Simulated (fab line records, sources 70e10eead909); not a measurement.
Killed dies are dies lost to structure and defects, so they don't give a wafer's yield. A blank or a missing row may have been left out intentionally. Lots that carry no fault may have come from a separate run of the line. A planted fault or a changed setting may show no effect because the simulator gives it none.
A lot that was struck, set against a sound lot || flow nand-harc || 14 steps out of a route of 1302
Sound: these wafers, L218.2, L218.4, L218.6. Struck: wafers L226.3, L226.4, L226.6. Last of all comes the cause.
Per side, at each step with rows, come the tool, then ch with its chambers, and then its first start. Under that, the readings that differ: sound wafers || struck wafers || difference of the means || sigmas: that difference in standard deviations of wafers without a fault.
alike: a reading whose means differ by less than 2 such deviations, as well as words and numbers matching on both sides. not compared: withheld readings; readings where some wafer has no value; bounds like >300 that might hide an equal value; numbers whose values overlap and for which the record gives no deviation.
Wherever a step has rows on one side only, a row that says differs or no value, or a row with sigmas, the two part there. When numbers do not overlap yet have no deviation, they are printed without sigmas and do not part them. A reading missing from all wafers of one side parts the sides only when that side holds two or more wafers.

first, 8 steps without rows for these wafers: NHARC_P_ZERO_WELL_DEHYDRATE_16 (time 120 s); NHARC_P_ZERO_WELL_HMDS_17 (time 30 s); NHARC_P_ZERO_WELL_COAT_18; NHARC_P_ZERO_WELL_SOFTBAKE_19 (time 95 s); NHARC_P_ZERO_WELL_EBR_20; NHARC_P_ZERO_WELL_EXPOSE_21 (exposes mask P NWELL, target cd 720 nm); NHARC_P_ZERO_WELL_PEB_22 (peb time 85 s); NHARC_P_ZERO_WELL_DEVELOP_23 (time 70 s).
NHARC_P_ZERO_WELL_CD_MEAS_24: target cd 720 nm.
  sound on cd-sem-01 ch 0, day 1 22:28; struck on cd-sem-03 ch 0, day 5 06:41
  alike: cd-nm
then, 1 step without rows for these wafers: NHARC_P_ZERO_WELL_HARDBAKE_25 (time 80 s).
NHARC_P_ZERO_WELL_DESCUM_26: chemistry O2, time 3 s.
  sound on rie-diel-12 ch 1,2, day 1 22:38; struck on rie-diel-12 ch 0,1, day 5 06:51
  alike: drypump-motor-current-A, o2-flow-sccm, oes-product-au, rf-vpp-V, showerhead-plenum-p-Torr, throttle-valve-pct
  not compared: rf-hours-counter-h
next, for these wafers, 1 step has no rows: NHARC_P_ZERO_WELL_IMPLANT_27.
NHARC_P_ZERO_WELL_IMPLANT_57:
  sound on implanter-01 ch 0, day 1 22:59; struck on implanter-01, day 5 07:14
  no value came back on the struck wafers for beam-energy-keV, beam-on-s (s), implant-ion-amu; on the sound wafers beam-energy-keV reads 250.16 250.05 250.12
next, for these wafers, 1 step has no rows: NHARC_P_ZERO_WELL_IMPLANT_58.

## WHERE THEY PART
NHARC_P_ZERO_WELL_IMPLANT_57 only, going by this record.

WHY: what the simulator had put in
Skipped step whole: implanter-01, from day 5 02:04 on, at NHARC_P_ZERO_WELL_IMPLANT_57. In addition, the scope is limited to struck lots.
